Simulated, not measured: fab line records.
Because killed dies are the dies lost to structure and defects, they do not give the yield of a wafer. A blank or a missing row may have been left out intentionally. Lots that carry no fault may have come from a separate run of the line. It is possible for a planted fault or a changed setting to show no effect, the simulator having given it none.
Chamber matching -- flow nand_harc -- NHARC_A_STAIRCASE_DEP_322 on pecvd-01 has 3 sister chambers
The step deposits SiO2, target thk 7200 nm. 6 wafers are shown with their chamber, then 7 later ones without.

## EACH WAFER AND ITS CHAMBER
wafer,chamber,heater_power_w (W)
L075.2,0,682
L085.1,1,678
L085.3,2,727
L085.6,0,587
L088.2,1,752
L088.5,2,620

## WAFERS WITH NO CHAMBER GIVEN
wafer,heater_power_w (W)
L088.6,606
L091.2,598
L091.4,595
L091.5,604
L097.1,682
L097.3,613
L097.6,613

## WHICH CHAMBER EACH WENT THROUGH
wafer,from the rows above,in truth
L088.6,can't be placed: 0 or 2 or 1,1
L091.2,can't be placed: 0 or 2 or 1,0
L091.4,can't be placed: 0 or 2 or 1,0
L091.5,can't be placed: 0 or 2 or 1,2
L097.1,can't be placed: 2 or 1 or 0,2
L097.3,can't be placed: 0 or 2 or 1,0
L097.6,can't be placed: 0 or 2 or 1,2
Placed correctly: 0 of 7. Not placeable from these rows: 7 (in 7, the candidates include the true chamber). Placed wrongly: 0.
How it was worked out, from the rows above alone: a wafer's distance from a chamber is the root of the sum, over the readings, of the square of ((its reading less the chamber's mean) divided by the reading's scatter). If the next closest chamber is less than 2 further off than the closest, the wafer can't be placed; otherwise it belongs to the closest. A chamber's mean is the mean of its shown wafers. The scatter: take each reading less its chamber's mean, square it, sum over the shown wafers, divide by the number of wafers less the number of chambers, and take the root.
